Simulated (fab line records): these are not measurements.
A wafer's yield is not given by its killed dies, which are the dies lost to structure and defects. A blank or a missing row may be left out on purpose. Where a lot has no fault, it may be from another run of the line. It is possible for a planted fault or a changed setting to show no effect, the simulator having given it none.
What tool caused it? | flow n5 finfet | 72 wafers from 24 lots sampled at 6 of the route's 1938 steps

WHAT THE GAUGES READ, wafer by wafer
N5_BEOL_M12_INSPECT_55: inspects for defects (darkfield).
lot  | measured     | on                | raw defect count
L074 | day 12 06:01 | defect inspect-02 | 108 69 90
L075 | day 12 14:52 | defect inspect-02 | 66 55 101
L076 | day 12 17:25 | defect inspect-02 | 63 53 98
L077 | day 12 21:29 | defect inspect-02 | 74 50 75
L078 | day 13 12:22 | defect inspect-02 | 47 90 56
L080 | day 13 14:21 | defect inspect-02 | 44 49 60
L079 | day 13 18:56 | defect inspect-02 | 94 52 90
L081 | day 13 22:21 | defect inspect-02 | 34 67 75
L082 | day 14 05:49 | defect inspect-02 | 112 69 104
L083 | day 14 06:28 | defect inspect-01 | 71 55 64
L084 | day 14 14:19 | defect inspect-02 | 68 96 116
L087 | day 14 23:09 | defect inspect-02 | 80 90 57
L085 | day 15 07:41 | defect inspect-02 | 60 57 43
L086 | day 15 12:55 | defect inspect-02 | 51 21 67
L089 | day 15 18:42 | defect inspect-01 | 46 46 64
L091 | day 15 23:47 | defect inspect-01 | 64 65 51
L088 | day 16 00:52 | defect inspect-02 | 62 48 47
L092 | day 16 08:07 | defect inspect-02 | 83 80 86
L090 | day 16 16:47 | defect inspect-01 | 124 57 45
L093 | day 17 09:10 | defect inspect-02 | 74 93 51
L095 | day 17 12:47 | defect inspect-02 | 99 184 89
L094 | day 17 22:26 | defect inspect-01 | 108 49 66
L097 | day 18 11:53 | defect inspect-02 | 78 79 86
L096 | day 18 13:09 | defect inspect-01 | 54 54 36

N5_BEOL_M14_CD_MEAS_10 targets a cd of 250 nm.
lot  | measured     | on        | cd nm (nm)
L074 | day 12 14:59 | cd sem-03 | 248.8 250.8 249.9
L075 | day 13 00:47 | cd sem-03 | 250.5 252.6 249.2
L076 | day 13 01:38 | cd sem-01 | 249.5 246.8 248.1
L077 | day 13 05:20 | cd sem-01 | 250.3 249.3 247.8
L078 | day 13 18:12 | cd sem-01 | 250.8 249.2 250.2
L080 | day 13 20:02 | cd sem-01 | 246.5 251.7 248.5
L079 | day 14 00:02 | cd sem-01 | 249.2 250.1 250.6
L081 | day 14 03:47 | cd sem-03 | 249.6 248.6 250.3
L082 | day 14 12:59 | cd sem-03 | 246.1 248.8 248.8
L083 | day 14 16:02 | cd sem-03 | 251.9 249.0 249.9
L084 | day 14 20:39 | cd sem-01 | 250.7 247.8 251.5
L087 | day 15 04:49 | cd sem-02 | 248.2 249.3 248.6
L085 | day 15 12:15 | cd sem-02 | 246.5 248.1 247.0
L086 | day 15 19:53 | cd sem-02 | 250.7 249.9 250.1
L089 | day 16 02:41 | cd sem-03 | 251.7 246.2 250.4
L091 | day 16 07:25 | cd sem-03 | 249.9 251.5 248.4
L088 | day 16 08:20 | cd sem-03 | 250.7 251.1 251.7
L092 | day 16 15:53 | cd sem-03 | 251.8 251.5 249.2
L090 | day 16 22:16 | cd sem-01 | 249.9 252.0 251.6
L093 | day 17 16:09 | cd sem-02 | 248.1 248.7 248.5
L095 | day 17 20:49 | cd sem-03 | 251.4 249.0 247.9
L094 | day 18 04:49 | cd sem-03 | 251.3 251.0 252.4
L097 | day 18 16:50 | cd sem-01 | 252.8 248.8 252.2
L096 | day 18 18:35 | cd sem-02 | 248.4 250.6 249.7

TOOL THAT RAN EACH LOT (tool first, then ch and the chambers of the sampled wafers, then the start)
lot  | N5_BEOL_M12_SPUTTER_45       | N5_BEOL_M13_TRENCH_ETCH_34         | N5_BEOL_M13_SPUTTER_43       | N5_BEOL_M13_ANNEAL_48
L074 | pvd sputter-02, day 12 04:59 | rie diel-04 ch 2,3, day 12 08:10   | pvd sputter-01, day 12 13:10 | rtp anneal-02 ch 0, day 12 13:48
L075 | pvd sputter-02, day 12 13:47 | rie diel-03 ch 0,1,3, day 12 17:00 | pvd sputter-03, day 12 22:56 | rtp anneal-01 ch 0, day 12 23:25
L076 | pvd sputter-02, day 12 16:24 | rie diel-04 ch 0,1, day 12 19:46   | pvd sputter-03, day 12 23:47 | rtp anneal-01 ch 0, day 13 00:14
L077 | pvd sputter-01, day 12 20:28 | rie diel-04 ch 0,2, day 12 23:47   | pvd sputter-03, day 13 03:29 | rtp anneal-01 ch 0, day 13 03:56
L078 | pvd sputter-01, day 13 09:34 | rie diel-01 ch 0,1,2, day 13 14:46 | pvd sputter-02, day 13 16:22 | rtp anneal-02 ch 0, day 13 16:48
L080 | pvd sputter-01, day 13 12:59 | rie diel-03 ch 0,3, day 13 16:28   | pvd sputter-03, day 13 17:50 | rtp anneal-02 ch 0, day 13 18:42
L079 | pvd sputter-02, day 13 17:46 | rie diel-03 ch 0,3, day 13 20:59   | pvd sputter-02, day 13 22:10 | rtp anneal-02 ch 0, day 13 22:38
L081 | pvd sputter-01, day 13 21:20 | rie diel-01 ch 1,2,3, day 14 00:37 | pvd sputter-03, day 14 01:56 | rtp anneal-02 ch 0, day 14 02:22
L082 | pvd sputter-03, day 14 04:47 | rie diel-01 ch 0,2,3, day 14 08:14 | pvd sputter-01, day 14 11:08 | rtp anneal-01 ch 0, day 14 11:35
L083 | pvd sputter-02, day 14 05:14 | rie diel-03 ch 0,1,3, day 14 08:35 | pvd sputter-02, day 14 13:31 | rtp anneal-02 ch 0, day 14 14:44
L084 | pvd sputter-02, day 14 13:19 | rie diel-03 ch 0,3, day 14 16:14   | pvd sputter-01, day 14 18:52 | rtp anneal-01 ch 0, day 14 19:21
L087 | pvd sputter-03, day 14 22:08 | rie diel-03 ch 2,3, day 15 01:27   | pvd sputter-02, day 15 02:56 | rtp anneal-02 ch 0, day 15 03:35
L085 | pvd sputter-01, day 15 06:40 | rie diel-03 ch 1,2,3, day 15 09:44 | pvd sputter-02, day 15 10:32 | rtp anneal-01 ch 0, day 15 10:58
L086 | pvd sputter-02, day 15 11:55 | rie diel-01 ch 0,2,3, day 15 15:10 | pvd sputter-02, day 15 18:10 | rtp anneal-02 ch 0, day 15 18:37
L089 | pvd sputter-01, day 15 17:41 | rie diel-01 ch 0,1,3, day 15 20:46 | pvd sputter-03, day 16 00:58 | rtp anneal-02 ch 0, day 16 01:25
L091 | pvd sputter-01, day 15 22:41 | rie diel-03 ch 1,2,3, day 16 01:53 | pvd sputter-02, day 16 05:36 | rtp anneal-02 ch 0, day 16 06:07
L088 | pvd sputter-01, day 15 23:51 | rie diel-03 ch 0,1,2, day 16 02:47 | pvd sputter-03, day 16 06:01 | rtp anneal-02 ch 0, day 16 07:01
L092 | pvd sputter-02, day 16 06:29 | rie diel-03 ch 2,3, day 16 10:11   | pvd sputter-01, day 16 14:09 | rtp anneal-02 ch 0, day 16 14:38
L090 | pvd sputter-01, day 16 15:07 | rie diel-01 ch 1,2,3, day 16 19:35 | pvd sputter-02, day 16 20:14 | rtp anneal-01 ch 0, day 16 20:46
L093 | pvd sputter-02, day 17 07:44 | rie diel-01 ch 0,2,3, day 17 11:32 | pvd sputter-02, day 17 14:16 | rtp anneal-01 ch 0, day 17 14:45
L095 | pvd sputter-01, day 17 11:15 | rie diel-03 ch 1,3, day 17 15:04   | pvd sputter-03, day 17 19:06 | rtp anneal-01 ch 0, day 17 19:32
L094 | pvd sputter-02, day 17 20:14 | rie diel-04 ch 1,2,3, day 18 00:50 | pvd sputter-01, day 18 03:05 | rtp anneal-02 ch 0, day 18 03:31
L097 | pvd sputter-01, day 18 10:52 | rie diel-03 ch 0,2,3, day 18 13:56 | pvd sputter-03, day 18 14:59 | rtp anneal-02 ch 0, day 18 15:25
L096 | pvd sputter-03, day 18 12:08 | rie diel-03 ch 0,1,3, day 18 15:06 | pvd sputter-02, day 18 16:20 | rtp anneal-01 ch 0, day 18 17:08
- N5_BEOL_M12_SPUTTER_45: material Cu, target thk 80 nm, time 13.33 s.
- N5_BEOL_M13_TRENCH_ETCH_34: etches SiOC in C4F8/O2/Ar, target depth 413.47 nm, time 162.6 s.
- N5_BEOL_M13_SPUTTER_43: material TaN, target thk 15 nm, time 24.19 s.
- N5_BEOL_M13_ANNEAL_48: time 90 s.

WHAT THE TOOLS THEMSELVES READ (means of the sampled wafers that have a number; where no wafer has one, the mark that the record gives instead)
N5_BEOL_M12_SPUTTER_45.
lot  | tool           | chuck sensor temp C (C) | throttle valve pct (%)
L074 | pvd sputter-02 | -16.3                   | 30.0
L075 | pvd sputter-02 | -16.2                   | 30.6
L076 | pvd sputter-02 | -16.0                   | 30.7
L077 | pvd sputter-01 | -16.1                   | 29.6
L078 | pvd sputter-01 | -16.3                   | 30.4
L080 | pvd sputter-01 | -16.5                   | 30.5
L079 | pvd sputter-02 | -16.1                   | 30.4
L081 | pvd sputter-01 | -16.9                   | 30.2
L082 | pvd sputter-03 | -15.9                   | 29.0
L083 | pvd sputter-02 | -16.2                   | 30.4
L084 | pvd sputter-02 | -16.1                   | 29.7
L087 | pvd sputter-03 | -16.0                   | 30.1
L085 | pvd sputter-01 | -17.0                   | 30.2
L086 | pvd sputter-02 | -16.2                   | 30.2
L089 | pvd sputter-01 | -16.3                   | 30.2
L091 | pvd sputter-01 | -16.2                   | 30.4
L088 | pvd sputter-01 | -16.2                   | 30.8
L092 | pvd sputter-02 | -16.2                   | 30.2
L090 | pvd sputter-01 | -16.1                   | 29.1
L093 | pvd sputter-02 | -16.3                   | 30.5
L095 | pvd sputter-01 | -16.2                   | 29.2
L094 | pvd sputter-02 | -16.4                   | 30.6
L097 | pvd sputter-01 | -16.7                   | 29.0
L096 | pvd sputter-03 | -15.6                   | 30.3

N5_BEOL_M13_TRENCH_ETCH_34.
lot  | tool        | drypump motor current A (A) | he outer torr (Torr) | oes product au (a.u.) | rf vpp V (V) | showerhead plenum p Torr (Torr) | throttle valve pct (%)
L074 | rie diel-04 | 5.7                         | 30.07                | 0.78                  | 665.0        | 3.39                            | 24.32
L075 | rie diel-03 | 5.8                         | 30.02                | 0.74                  | 664.3        | 3.42                            | 24.39
L076 | rie diel-04 | 6.0                         | 30.03                | 0.71                  | 665.9        | 3.44                            | 24.30
L077 | rie diel-04 | 5.7                         | 30.05                | 0.75                  | 667.5        | 3.48                            | 24.16
L078 | rie diel-01 | 6.0                         | 29.98                | 0.76                  | 664.6        | 3.38                            | 24.23
L080 | rie diel-03 | 5.5                         | 30.00                | 0.73                  | 664.0        | 3.38                            | 24.50
L079 | rie diel-03 | 5.9                         | 29.93                | 0.76                  | 663.4        | 3.35                            | 24.32
L081 | rie diel-01 | 6.0                         | 29.98                | 0.70                  | 665.9        | 3.44                            | 24.32
L082 | rie diel-01 | 6.0                         | 30.01                | 0.76                  | 666.5        | 3.46                            | 24.08
L083 | rie diel-03 | 5.8                         | 29.99                | 0.72                  | 664.8        | 3.41                            | 24.39
L084 | rie diel-03 | 5.4                         | 30.04                | 0.72                  | 664.1        | 3.38                            | 24.50
L087 | rie diel-03 | 5.8                         | 30.01                | 0.77                  | 664.2        | 3.38                            | 24.33
L085 | rie diel-03 | 5.7                         | 30.02                | 0.72                  | 666.3        | 3.44                            | 24.39
L086 | rie diel-01 | 6.0                         | 30.02                | 0.76                  | 665.8        | 3.46                            | 24.11
L089 | rie diel-01 | 6.2                         | 30.02                | 0.74                  | 663.5        | 3.37                            | 24.09
L091 | rie diel-03 | 5.7                         | 29.96                | 0.73                  | 666.1        | 3.44                            | 24.41
L088 | rie diel-03 | 5.3                         | 30.03                | 0.70                  | 666.7        | 3.48                            | 24.59
L092 | rie diel-03 | 5.8                         | 30.01                | 0.75                  | 664.0        | 3.37                            | 24.34
L090 | rie diel-01 | 6.1                         | 30.03                | 0.69                  | 666.1        | 3.42                            | 24.35
L093 | rie diel-01 | 6.0                         | 29.97                | 0.74                  | 666.3        | 3.45                            | 24.13
L095 | rie diel-03 | 6.3                         | 29.98                | 0.85                  | 663.2        | 3.36                            | 24.16
L094 | rie diel-04 | 5.8                         | 30.03                | 0.75                  | 663.2        | 3.33                            | 24.41
L097 | rie diel-03 | 5.4                         | 29.97                | 0.71                  | 665.8        | 3.40                            | 24.54
L096 | rie diel-03 | 5.8                         | 29.99                | 0.79                  | 664.4        | 3.39                            | 24.33

N5_BEOL_M13_SPUTTER_43.
lot  | tool           | throttle valve pct (%)
L074 | pvd sputter-01 | 29.1
L075 | pvd sputter-03 | 30.0
L076 | pvd sputter-03 | 29.6
L077 | pvd sputter-03 | 30.2
L078 | pvd sputter-02 | 29.8
L080 | pvd sputter-03 | 30.2
L079 | pvd sputter-02 | 30.6
L081 | pvd sputter-03 | 30.3
L082 | pvd sputter-01 | 30.2
L083 | pvd sputter-02 | 30.5
L084 | pvd sputter-01 | 30.3
L087 | pvd sputter-02 | 30.6
L085 | pvd sputter-02 | 30.0
L086 | pvd sputter-02 | 29.9
L089 | pvd sputter-03 | 30.5
L091 | pvd sputter-02 | 30.4
L088 | pvd sputter-03 | 30.1
L092 | pvd sputter-01 | 29.1
L090 | pvd sputter-02 | 30.0
L093 | pvd sputter-02 | 30.0
L095 | pvd sputter-03 | 29.4
L094 | pvd sputter-01 | 30.4
L097 | pvd sputter-03 | 29.6
L096 | pvd sputter-02 | 30.6

N5_BEOL_M13_ANNEAL_48.
lot  | tool          | wafer_temp_C_max
L074 | rtp anneal-02 | 225.82
L075 | rtp anneal-01 | 226.41
L076 | rtp anneal-01 | 226.19
L077 | rtp anneal-01 | 226.24
L078 | rtp anneal-02 | 226.27
L080 | rtp anneal-02 | 226.25
L079 | rtp anneal-02 | 226.30
L081 | rtp anneal-02 | 225.94
L082 | rtp anneal-01 | 226.26
L083 | rtp anneal-02 | 226.18
L084 | rtp anneal-01 | 226.22
L087 | rtp anneal-02 | 226.02
L085 | rtp anneal-01 | 226.09
L086 | rtp anneal-02 | 226.27
L089 | rtp anneal-02 | 226.26
L091 | rtp anneal-02 | 226.37
L088 | rtp anneal-02 | 226.23
L092 | rtp anneal-02 | 226.43
L090 | rtp anneal-01 | 226.63
L093 | rtp anneal-01 | 226.13
L095 | rtp anneal-01 | 226.07
L094 | rtp anneal-02 | 226.21
L097 | rtp anneal-02 | 226.47
L096 | rtp anneal-01 | 225.98

THE ANSWER, worked out from the rows above alone
Rule: the usual values come from the lots themselves. The widest of any qualifying gaps counts: lots, ordered by their means at a reading, are off when they make up no more than a third of the lots, leave a main group of 4 or more, and stand apart from it by 3 or more times the standard deviation of that group's means. A main group is skipped when, at the precision printed for the reading in the tables above, its means are all equal. A lot without any number at a reading at which 4 lots or more have one is off too. The other lots that the step has rows for count as sound. The gauges are gone through in route order, then the tools' own readings, and for those a lot's mean is taken as printed above. The first step at which some lot is off is used, and at that step the reading that is off furthest; a lot without a number counts as furthest.
Across all readings shown, no lot is off: no conclusion can be drawn from this.

WHAT THE SIMULATOR HAD PUT IN
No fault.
